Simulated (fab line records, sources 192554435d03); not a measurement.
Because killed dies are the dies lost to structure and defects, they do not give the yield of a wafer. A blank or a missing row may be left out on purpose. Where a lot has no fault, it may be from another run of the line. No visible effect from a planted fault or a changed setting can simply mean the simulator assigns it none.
Which tool is to blame? / flow n5-finfet / Sampling: 10 lots, 28 wafers, 6 of 1938 route steps

WHAT THE GAUGES SHOWED, per wafer
N5_MOL_CONTACT_COAG_INSPECT_97: inspects for defects (darkfield). Usual: raw-defect-count 44, standard deviation 15.
lot=L173; measured=day 6 10:22; on=defect-inspect-01; raw-defect-count=45 33 30; flag=
lot=L174; measured=day 6 13:25; on=defect-inspect-02; raw-defect-count=46 33 24; flag=
lot=L176; measured=day 7 02:14; on=defect-inspect-02; raw-defect-count=51 67 43; flag=
lot=L177; measured=day 7 10:11; on=defect-inspect-02; raw-defect-count=50 67 41; flag=
lot=L179; measured=day 8 01:06; on=defect-inspect-02; raw-defect-count=43 35 29; flag=
lot=L181; measured=day 8 11:06; on=defect-inspect-02; raw-defect-count=53 31; flag=
lot=L183; measured=day 8 21:39; on=defect-inspect-02; raw-defect-count=31 24 40; flag=
lot=L184; measured=day 9 05:28; on=defect-inspect-01; raw-defect-count=760 744 759; flag=OFF
lot=L186; measured=day 9 17:02; on=defect-inspect-02; raw-defect-count=778 698 764; flag=OFF
lot=L192; measured=day 11 05:56; on=defect-inspect-02; raw-defect-count=20 35; flag=

N5_BEOL_M4_RC_MEAS_101. Usual: DIBL_N 36.1 mV/V, standard deviation 2; DIBL_P 36.3 mV/V, standard deviation 2.5; IOFF_N 0.16 nA/um, standard deviation 0.037; IOFF_P 0.21 nA/um, standard deviation 0.039; ION_N 678 uA/um, standard deviation 15; ION_P 465 uA/um, standard deviation 8.7; SS_N 71.4 mV/dec, standard deviation 0.7; SS_P 73.3 mV/dec, standard deviation 0.74; VT_N 249 mV, standard deviation 3.6; VT_P -250.0 mV, standard deviation 2.9.
lot=L173; measured=day 9 03:50; on=prober-01; DIBL_N (mV/V)=37.2 39.2 38.7; DIBL_P (mV/V)=35.6 36.4 36.8; IOFF_N (nA/um)=0.17 0.20 0.18; IOFF_P (nA/um)=0.23 0.25 0.26; ION_N (uA/um)=688 681 688; ION_P (uA/um)=472 459 473; SS_N (mV/dec)=71.7 72.3 72.6; SS_P (mV/dec)=74.1 73.8 73.2; VT_N (mV)=249 247 249; VT_P (mV)=-251.1 -249.6 -251.2; flag=
lot=L174; measured=day 9 06:07; on=prober-02; DIBL_N (mV/V)=36.2 34.6 37.3; DIBL_P (mV/V)=37.4 35.8 39.0; IOFF_N (nA/um)=0.16 0.13 0.19; IOFF_P (nA/um)=0.21 0.18 0.23; ION_N (uA/um)=679 671 688; ION_P (uA/um)=463 466 467; SS_N (mV/dec)=71.7 71.1 72.2; SS_P (mV/dec)=73.2 72.5 74.0; VT_N (mV)=249 256 250; VT_P (mV)=-253.5 -253.8 -251.7; flag=
lot=L176; measured=day 9 07:47; on=prober-02; DIBL_N (mV/V)=32.3 34.5 37.8; DIBL_P (mV/V)=30.4 33.9 38.5; IOFF_N (nA/um)=0.09 0.12 0.17; IOFF_P (nA/um)=0.14 0.18 0.25; ION_N (uA/um)=653 666 672; ION_P (uA/um)=459 465 467; SS_N (mV/dec)=70.1 71.4 71.9; SS_P (mV/dec)=71.2 73.0 73.8; VT_N (mV)=257 251 248; VT_P (mV)=-253.7 -250.1 -247.8; flag=
lot=L177; measured=day 10 17:14; on=prober-02; DIBL_N (mV/V)=38.9 35.9 36.7; DIBL_P (mV/V)=40.1 37.6 38.4; IOFF_N (nA/um)=0.20 0.15 0.16; IOFF_P (nA/um)=0.21 0.18 0.19; ION_N (uA/um)=675 673 670; ION_P (uA/um)=456 453 452; SS_N (mV/dec)=72.3 71.5 72.0; SS_P (mV/dec)=73.5 72.7 72.8; VT_N (mV)=250 252 252; VT_P (mV)=-253.0 -254.6 -253.3; flag=
lot=L179; measured=day 10 22:55; on=prober-02; DIBL_N (mV/V)=34.5 36.6 36.0; DIBL_P (mV/V)=33.9 35.8 35.6; IOFF_N (nA/um)=0.13 0.16 0.16; IOFF_P (nA/um)=0.19 0.22 0.21; ION_N (uA/um)=677 685 683; ION_P (uA/um)=467 462 465; SS_N (mV/dec)=71.6 72.0 71.9; SS_P (mV/dec)=73.5 73.9 73.1; VT_N (mV)=249 246 247; VT_P (mV)=-249.3 -250.9 -249.6; flag=
lot=L181; measured=day 11 16:26; on=prober-02; DIBL_N (mV/V)=38.8 38.7; DIBL_P (mV/V)=41.2 39.1; IOFF_N (nA/um)=0.25 0.23; IOFF_P (nA/um)=0.32 0.27; ION_N (uA/um)=705 697; ION_P (uA/um)=485 474; SS_N (mV/dec)=72.3 72.0; SS_P (mV/dec)=73.9 73.4; VT_N (mV)=243 244; VT_P (mV)=-243.5 -249.4; flag=
lot=L183; measured=day 12 04:50; on=prober-01; DIBL_N (mV/V)=38.4 33.5 37.6; DIBL_P (mV/V)=37.4 33.7 38.1; IOFF_N (nA/um)=0.20 0.13 0.20; IOFF_P (nA/um)=0.24 0.19 0.26; ION_N (uA/um)=668 669 702; ION_P (uA/um)=460 463 478; SS_N (mV/dec)=72.1 70.5 71.5; SS_P (mV/dec)=74.1 73.0 74.3; VT_N (mV)=250 251 245; VT_P (mV)=-247.2 -248.7 -247.0; flag=
lot=L184; measured=day 12 21:02; on=prober-02; DIBL_N (mV/V)=38.7 37.1 38.4; DIBL_P (mV/V)=38.7 37.5 39.5; IOFF_N (nA/um)=0.22 0.20 0.22; IOFF_P (nA/um)=0.25 0.23 0.27; ION_N (uA/um)=690 690 697; ION_P (uA/um)=463 469 469; SS_N (mV/dec)=72.0 71.7 72.0; SS_P (mV/dec)=74.1 72.8 74.3; VT_N (mV)=246 246 242; VT_P (mV)=-247.5 -248.3 -247.3; flag=
lot=L186; measured=day 13 11:09; on=prober-02; DIBL_N (mV/V)=35.3 33.8 34.1; DIBL_P (mV/V)=36.6 34.2 34.7; IOFF_N (nA/um)=0.15 0.13 0.14; IOFF_P (nA/um)=0.21 0.19 0.19; ION_N (uA/um)=654 668 674; ION_P (uA/um)=456 469 473; SS_N (mV/dec)=71.2 69.8 70.5; SS_P (mV/dec)=73.1 71.9 71.9; VT_N (mV)=252 254 251; VT_P (mV)=-249.0 -251.1 -250.6; flag=
lot=L192; measured=day 14 01:16; on=prober-02; DIBL_N (mV/V)=34.2 36.9; DIBL_P (mV/V)=34.1 37.5; IOFF_N (nA/um)=0.13 0.16; IOFF_P (nA/um)=0.18 0.23; ION_N (uA/um)=676 672; ION_P (uA/um)=466 468; SS_N (mV/dec)=70.1 71.6; SS_P (mV/dec)=73.3 74.1; VT_N (mV)=251 251; VT_P (mV)=-251.3 -249.1; flag=

EACH LOT AND THE TOOL THAT RAN IT (in order: tool; ch and the chambers of the sampled wafers; start)
lot=L173; N5_MOL_CONTACT_COAG_STRIP_49=plasma-asher-02 ch 1, day 6 06:25; N5_MOL_CONTACT_COAG_CMP_52=cmp-03 ch 0,1, day 6 07:01; N5_BEOL_M0_SAQP_ILD_DEP_01=pecvd-01 ch 0,2, day 6 10:44; N5_BEOL_M0_SAQP_PECVD_97=pecvd-04 ch 1, day 6 12:13
lot=L174; N5_MOL_CONTACT_COAG_STRIP_49=plasma-asher-01 ch 0,1, day 6 09:17; N5_MOL_CONTACT_COAG_CMP_52=cmp-02 ch 0,1,3, day 6 09:59; N5_BEOL_M0_SAQP_ILD_DEP_01=pecvd-04 ch 1,2, day 6 13:46; N5_BEOL_M0_SAQP_PECVD_97=pecvd-04 ch 1,2, day 6 14:15
lot=L176; N5_MOL_CONTACT_COAG_STRIP_49=plasma-asher-02 ch 0,1, day 6 22:16; N5_MOL_CONTACT_COAG_CMP_52=cmp-03 ch 1,2, day 6 22:55; N5_BEOL_M0_SAQP_ILD_DEP_01=pecvd-02 ch 1,2, day 7 02:35; N5_BEOL_M0_SAQP_PECVD_97=pecvd-02 ch 1,2, day 7 05:07
lot=L177; N5_MOL_CONTACT_COAG_STRIP_49=plasma-asher-02 ch 0,1, day 7 06:13; N5_MOL_CONTACT_COAG_CMP_52=cmp-03 ch 0,3, day 7 06:50; N5_BEOL_M0_SAQP_ILD_DEP_01=pecvd-01 ch 1,2, day 7 10:30; N5_BEOL_M0_SAQP_PECVD_97=pecvd-01 ch 0,1,2, day 7 11:05
lot=L179; N5_MOL_CONTACT_COAG_STRIP_49=plasma-asher-02 ch 0,1, day 7 21:08; N5_MOL_CONTACT_COAG_CMP_52=cmp-03 ch 0,1,3, day 7 21:47; N5_BEOL_M0_SAQP_ILD_DEP_01=pecvd-01 ch 0,1, day 8 01:26; N5_BEOL_M0_SAQP_PECVD_97=pecvd-02 ch 0,2, day 8 04:00
lot=L181; N5_MOL_CONTACT_COAG_STRIP_49=plasma-asher-02 ch 0, day 8 07:06; N5_MOL_CONTACT_COAG_CMP_52=cmp-02 ch 1,3, day 8 07:49; N5_BEOL_M0_SAQP_ILD_DEP_01=pecvd-02 ch 0, day 8 11:26; N5_BEOL_M0_SAQP_PECVD_97=pecvd-04 ch 0, day 8 12:17
lot=L183; N5_MOL_CONTACT_COAG_STRIP_49=plasma-asher-01 ch 0,1, day 8 17:14; N5_MOL_CONTACT_COAG_CMP_52=cmp-02 ch 1,2,3, day 8 17:52; N5_BEOL_M0_SAQP_ILD_DEP_01=pecvd-04 ch 0,1,2, day 8 22:00; N5_BEOL_M0_SAQP_PECVD_97=pecvd-04 ch 0,1,2, day 8 23:33
lot=L184; N5_MOL_CONTACT_COAG_STRIP_49=plasma-asher-01 ch 0,1, day 9 01:28; N5_MOL_CONTACT_COAG_CMP_52=cmp-02 ch 1,2, day 9 02:06; N5_BEOL_M0_SAQP_ILD_DEP_01=pecvd-02 ch 0,1, day 9 05:49; N5_BEOL_M0_SAQP_PECVD_97=pecvd-01 ch 0,1,2, day 9 06:52
lot=L186; N5_MOL_CONTACT_COAG_STRIP_49=plasma-asher-01 ch 0,1, day 9 13:06; N5_MOL_CONTACT_COAG_CMP_52=cmp-02 ch 1,2,3, day 9 13:44; N5_BEOL_M0_SAQP_ILD_DEP_01=pecvd-02 ch 0,1, day 9 17:24; N5_BEOL_M0_SAQP_PECVD_97=pecvd-02 ch 0,2, day 9 22:28
lot=L192; N5_MOL_CONTACT_COAG_STRIP_49=plasma-asher-01 ch 0,1, day 11 01:58; N5_MOL_CONTACT_COAG_CMP_52=cmp-03 ch 1,3, day 11 02:34; N5_BEOL_M0_SAQP_ILD_DEP_01=pecvd-04 ch 1,2, day 11 06:17; N5_BEOL_M0_SAQP_PECVD_97=pecvd-02 ch 0,1, day 11 06:32
- N5_MOL_CONTACT_COAG_STRIP_49: strips in N2/H2, time 30 s.
- N5_MOL_CONTACT_COAG_CMP_52: polishes, stops on SiO2, t overpolish 1.5 s, target thk 66.5 nm.
- N5_BEOL_M0_SAQP_ILD_DEP_01: deposits SiOC from DEMS/O2, target thk 45.419 nm, time 8.7 s.
- N5_BEOL_M0_SAQP_PECVD_97: deposits SiNx from SiH4/NH3/N2, target thk 23 nm, time 19.9 s.

AS READ BY THE TOOLS THEMSELVES (means over the sampled wafers that have a number; for cases with no such wafer, the mark the record gives instead)
N5_MOL_CONTACT_COAG_STRIP_49. Usual: drypump-motor-current-A 5.7 A, standard deviation 0.54; heater-power-w 350 W, standard deviation 20.
lot=L173; tool=plasma-asher-02; drypump-motor-current-A (A)=5.5; heater-power-w (W)=353; flag=
lot=L174; tool=plasma-asher-01; drypump-motor-current-A (A)=6.0; heater-power-w (W)=352; flag=
lot=L176; tool=plasma-asher-02; drypump-motor-current-A (A)=5.6; heater-power-w (W)=342; flag=
lot=L177; tool=plasma-asher-02; drypump-motor-current-A (A)=5.7; heater-power-w (W)=331; flag=
lot=L179; tool=plasma-asher-02; drypump-motor-current-A (A)=5.6; heater-power-w (W)=343; flag=
lot=L181; tool=plasma-asher-02; drypump-motor-current-A (A)=5.8; heater-power-w (W)=329; flag=
lot=L183; tool=plasma-asher-01; drypump-motor-current-A (A)=6.0; heater-power-w (W)=351; flag=
lot=L184; tool=plasma-asher-01; drypump-motor-current-A (A)=5.5; heater-power-w (W)=367; flag=
lot=L186; tool=plasma-asher-01; drypump-motor-current-A (A)=5.5; heater-power-w (W)=365; flag=
lot=L192; tool=plasma-asher-01; drypump-motor-current-A (A)=5.8; heater-power-w (W)=358; flag=

N5_MOL_CONTACT_COAG_CMP_52. Usual: motor-current-A 12.0 A, standard deviation 1.1; overpolish-run-s 1.502 s, standard deviation 0.0095; time-to-endpoint-s 15 s, standard deviation 3.1.
lot=L173; tool=cmp-03; motor-current-A (A)=11.3; overpolish-run-s (s)=1.503; time-to-endpoint-s (s)=20; flag=
lot=L174; tool=cmp-02; motor-current-A (A)=12.4; overpolish-run-s (s)=1.502; time-to-endpoint-s (s)=15; flag=
lot=L176; tool=cmp-03; motor-current-A (A)=12.6; overpolish-run-s (s)=1.496; time-to-endpoint-s (s)=15; flag=
lot=L177; tool=cmp-03; motor-current-A (A)=11.7; overpolish-run-s (s)=1.505; time-to-endpoint-s (s)=14; flag=
lot=L179; tool=cmp-03; motor-current-A (A)=11.4; overpolish-run-s (s)=1.504; time-to-endpoint-s (s)=18; flag=
lot=L181; tool=cmp-02; motor-current-A (A)=11.9; overpolish-run-s (s)=1.498; time-to-endpoint-s (s)=12; flag=
lot=L183; tool=cmp-02; motor-current-A (A)=12.2; overpolish-run-s (s)=1.500; time-to-endpoint-s (s)=14; flag=
lot=L184; tool=cmp-02; motor-current-A (A)=11.8; overpolish-run-s (s)=1.506; time-to-endpoint-s (s)=12; flag=
lot=L186; tool=cmp-02; motor-current-A (A)=11.9; overpolish-run-s (s)=1.503; time-to-endpoint-s (s)=17; flag=
lot=L192; tool=cmp-03; motor-current-A (A)=11.1; overpolish-run-s (s)=1.503; time-to-endpoint-s (s)=14; flag=

N5_BEOL_M0_SAQP_ILD_DEP_01. Usual: heater-power-w 516 W, standard deviation 68; showerhead-plenum-p-Torr 5.707 Torr, standard deviation 0.011; throttle-valve-pct 11.7 %, standard deviation 0.4.
lot=L173; tool=pecvd-01; heater-power-w (W)=523; showerhead-plenum-p-Torr (Torr)=5.711; throttle-valve-pct (%)=11.5; flag=
lot=L174; tool=pecvd-04; heater-power-w (W)=410; showerhead-plenum-p-Torr (Torr)=5.705; throttle-valve-pct (%)=12.4; flag=
lot=L176; tool=pecvd-02; heater-power-w (W)=502; showerhead-plenum-p-Torr (Torr)=5.706; throttle-valve-pct (%)=11.5; flag=
lot=L177; tool=pecvd-01; heater-power-w (W)=518; showerhead-plenum-p-Torr (Torr)=5.712; throttle-valve-pct (%)=11.5; flag=
lot=L179; tool=pecvd-01; heater-power-w (W)=540; showerhead-plenum-p-Torr (Torr)=5.718; throttle-valve-pct (%)=11.3; flag=
lot=L181; tool=pecvd-02; heater-power-w (W)=552; showerhead-plenum-p-Torr (Torr)=5.694; throttle-valve-pct (%)=11.9; flag=
lot=L183; tool=pecvd-04; heater-power-w (W)=502; showerhead-plenum-p-Torr (Torr)=5.703; throttle-valve-pct (%)=12.0; flag=
lot=L184; tool=pecvd-02; heater-power-w (W)=520; showerhead-plenum-p-Torr (Torr)=5.700; throttle-valve-pct (%)=11.8; flag=
lot=L186; tool=pecvd-02; heater-power-w (W)=569; showerhead-plenum-p-Torr (Torr)=5.712; throttle-valve-pct (%)=11.8; flag=
lot=L192; tool=pecvd-04; heater-power-w (W)=503; showerhead-plenum-p-Torr (Torr)=5.713; throttle-valve-pct (%)=12.2; flag=

N5_BEOL_M0_SAQP_PECVD_97. Usual: heater-power-w 583 W, standard deviation 69; showerhead-plenum-p-Torr 5.19 Torr, standard deviation 0.037; throttle-valve-pct 39.3 %, standard deviation 1.1.
lot=L173; tool=pecvd-04; heater-power-w (W)=512; showerhead-plenum-p-Torr (Torr)=5.20; throttle-valve-pct (%)=42.4; flag=
lot=L174; tool=pecvd-04; heater-power-w (W)=533; showerhead-plenum-p-Torr (Torr)=5.20; throttle-valve-pct (%)=41.0; flag=
lot=L176; tool=pecvd-02; heater-power-w (W)=588; showerhead-plenum-p-Torr (Torr)=5.20; throttle-valve-pct (%)=38.7; flag=
lot=L177; tool=pecvd-01; heater-power-w (W)=574; showerhead-plenum-p-Torr (Torr)=5.22; throttle-valve-pct (%)=38.1; flag=
lot=L179; tool=pecvd-02; heater-power-w (W)=544; showerhead-plenum-p-Torr (Torr)=5.17; throttle-valve-pct (%)=39.2; flag=
lot=L181; tool=pecvd-04; heater-power-w (W)=685; showerhead-plenum-p-Torr (Torr)=5.16; throttle-valve-pct (%)=39.3; flag=
lot=L183; tool=pecvd-04; heater-power-w (W)=534; showerhead-plenum-p-Torr (Torr)=5.19; throttle-valve-pct (%)=40.0; flag=
lot=L184; tool=pecvd-01; heater-power-w (W)=580; showerhead-plenum-p-Torr (Torr)=5.22; throttle-valve-pct (%)=38.1; flag=
lot=L186; tool=pecvd-02; heater-power-w (W)=601; showerhead-plenum-p-Torr (Torr)=5.16; throttle-valve-pct (%)=39.6; flag=
lot=L192; tool=pecvd-02; heater-power-w (W)=653; showerhead-plenum-p-Torr (Torr)=5.19; throttle-valve-pct (%)=39.5; flag=

THE ANSWER, worked out from the rows above alone
Rule: a lot is off if the mean of its wafers that have a number lies more than 3 standard deviations from the usual mean. A lot without any number at a reading at which 4 lots or more have one is off too. The other lots that the step has rows for count as sound. First the gauges in route order, then the tools' own readings, where a lot's mean is used as printed above. The first step at which some lot is off is used, and at that step the reading that is off furthest; a lot without a number counts as furthest.
Off: L184, L186, at N5_MOL_CONTACT_COAG_INSPECT_97 (raw-defect-count).
A tool fits if, at a process step before that reading, it ran every lot that is off, and no sound lot after the first of them. Gauges at N5_MOL_CONTACT_COAG_INSPECT_97: tried the same way as those tools. One fits: N5_MOL_CONTACT_COAG_CMP_52 on cmp-02. Its last sound lot is L183 (day 8 17:52), its first lot that is off L184 (day 9 02:06): a fault that began between those two fits.

WHAT WAS PUT IN BY THE SIMULATOR
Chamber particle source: cmp-02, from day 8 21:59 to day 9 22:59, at N5_MOL_CONTACT_COAG_CMP_52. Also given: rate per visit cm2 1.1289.
Shown lots that were struck: L184, L186. The rule above reached the same finding.
